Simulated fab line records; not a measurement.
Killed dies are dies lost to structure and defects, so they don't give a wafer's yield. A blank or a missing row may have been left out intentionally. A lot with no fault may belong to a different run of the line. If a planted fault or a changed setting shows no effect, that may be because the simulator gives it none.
Which tool was responsible? + flow n5-finfet + 12 lots, 36 wafers sampled, at 1 step of a route of 1938

## WHAT THE GAUGES READ, wafer by wafer
N5_BEOL_M8_INSPECT_30: inspects for defects (brightfield).
| lot  | measured     | on                | raw-defect-count |
|------|--------------|-------------------|------------------|
| L074 | day 10 12:14 | defect-inspect-01 | 528 416 516      |
| L076 | day 10 20:10 | defect-inspect-02 | 403 467 332      |
| L079 | day 12 01:31 | defect-inspect-02 | 430 389 321      |
| L081 | day 12 10:52 | defect-inspect-01 | 395 273 450      |
| L083 | day 12 20:32 | defect-inspect-02 | 286 320 289      |
| L085 | day 12 23:53 | defect-inspect-01 | 577 433 589      |
| L088 | day 14 02:19 | defect-inspect-02 | 427 387 355      |
| L091 | day 14 10:28 | defect-inspect-02 | 424 331 499      |
| L090 | day 15 12:04 | defect-inspect-01 | 394 355 357      |
| L092 | day 15 19:53 | defect-inspect-01 | 358 310 379      |
| L096 | day 16 17:46 | defect-inspect-01 | 354 430 383      |
| L097 | day 16 20:45 | defect-inspect-01 | 321 252 414      |

## TOOL THAT RAN EACH LOT (tool first, then ch and the chambers of the sampled wafers, then the start)
There is no process step in the record ahead of these readings.

## THE ANSWER, worked out from the rows above alone
Rule: what is usual is taken from the lots themselves. The widest of any qualifying gaps counts: lots, ordered by their means at a reading, are off when they make up no more than a third of the lots, leave a main group of 4 or more, and stand apart from it by 3 or more times the standard deviation of that group's means. A main group whose means are all the same, to the digits that the tables above print for the reading, isn't used. A lot without any number at a reading at which 4 lots or more have one is off too. Where the step has rows for the other lots, those lots are counted as sound.
No lot is off on any of the readings shown, so nothing can be concluded from this.

## WHAT THE SIMULATOR HAD INSERTED
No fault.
